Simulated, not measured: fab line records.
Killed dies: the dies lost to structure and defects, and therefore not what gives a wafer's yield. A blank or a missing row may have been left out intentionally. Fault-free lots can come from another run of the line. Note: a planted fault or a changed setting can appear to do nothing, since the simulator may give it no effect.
Which tool is to blame? -- flow n5_finfet -- 10 lots with 30 wafers sampled at 2 steps, on a route of 1938 steps

## WHAT EACH GAUGE READ, for each wafer
N5_PASSIVATION_OVL_MEAS_60. Usual: TV_OVL gives 1 nm (standard deviation 4.5).
lot,measured,on,TV_OVL (nm),flag
L822,day 11 20:20,overlay-01,1 7 2,
L824,day 11 23:55,overlay-02,2 5 -2,
L825,day 12 13:53,overlay-02,-9 1 -3,
L826,day 13 03:37,overlay-01,0 7 3,
L827,day 13 14:31,overlay-01,-6 -6 -3,
L829,day 13 18:34,overlay-02,-7 0 -1,
L830,day 14 10:22,overlay-01,-1 -2 2,
L831,day 14 10:23,overlay-02,-2 4 2,
L837,day 15 16:04,overlay-01,1 2 -1,
L838,day 16 08:08,overlay-02,4 8 13,

## TOOL THAT RAN EACH LOT (tool first, then ch and the chambers of the sampled wafers, then the start)
lot,N5_BEOL_M5_ETCH_72
L822,"rie_diel-06 ch 2,3, day 8 03:31"
L824,"rie_diel-06 ch 0,1,2, day 8 08:29"
L825,"rie_diel-06 ch 2,3, day 8 12:04"
L826,"rie_diel-06 ch 0,1,2, day 8 23:57"
L827,"rie_diel-06 ch 0,1,2, day 9 03:49"
L829,"rie_diel-06 ch 0,1, day 9 16:51"
L830,"rie_diel-02 ch 0,2,3, day 9 22:16"
L831,"rie_diel-02 ch 0,2, day 10 01:42"
L837,"rie_diel-02 ch 1,2,3, day 11 12:39"
L838,"rie_diel-02 ch 1,2, day 12 18:50"
- N5_BEOL_M5_ETCH_72: etches underlayer in N2/H2, target depth 6.5 nm, time 5.2 s.

## WHAT THE TOOLS THEMSELVES READ (means of the sampled wafers that have a number; where no wafer has one, the mark that the record gives instead)
N5_BEOL_M5_ETCH_72. Usual: drypump_motor_current_A 5.54 A, standard deviation 0.25; etch_rf_on_time_s 5.18 s, standard deviation 0.12; oes_product_au 0.67 a.u., standard deviation 0.077; rf_vpp_V 524.0 V, standard deviation 2.6; showerhead_plenum_p_Torr 2.55 Torr, standard deviation 0.08; throttle_valve_pct 17.79 %, standard deviation 0.26.
lot,tool,drypump_motor_current_A (A),etch_rf_on_time_s (s),oes_product_au (a.u.),rf_vpp_V (V),showerhead_plenum_p_Torr (Torr),throttle_valve_pct (%),flag
L822,rie_diel-06,5.74,5.06,0.70,527.0,2.67,17.53,
L824,rie_diel-06,5.50,5.21,0.60,524.6,2.56,17.99,
L825,rie_diel-06,5.57,5.07,0.66,527.8,2.66,17.70,
L826,rie_diel-06,5.50,5.17,0.61,524.1,2.56,17.99,
L827,rie_diel-06,5.51,5.18,0.60,524.7,2.56,17.99,
L829,rie_diel-06,5.65,5.23,0.58,522.1,2.51,18.07,
L830,rie_diel-02,5.43,5.21,0.64,523.6,2.54,17.77,
L831,rie_diel-02,5.62,5.24,0.66,525.2,2.58,17.60,
L837,rie_diel-02,5.63,5.16,0.68,521.4,2.49,17.71,
L838,rie_diel-02,5.73,5.09,0.69,522.0,2.50,17.70,

## THE ANSWER, worked out from the rows above alone
Rule: lot off if the mean of its wafers having a number is beyond 3 standard deviations from the usual mean. Also off: a lot with no number at a reading for which 4 or more lots have one. All remaining lots with rows at the step are treated as sound. After the gauges, taken in route order, come the tools' own readings; for these a lot's mean is taken, as printed above. At the first step where some lot is off, the reading lying furthest off is the one used; lots without a number count as furthest.
No lot is off at any reading shown: from this, nothing can be told.

## WHAT WAS PUT IN BY THE SIMULATOR
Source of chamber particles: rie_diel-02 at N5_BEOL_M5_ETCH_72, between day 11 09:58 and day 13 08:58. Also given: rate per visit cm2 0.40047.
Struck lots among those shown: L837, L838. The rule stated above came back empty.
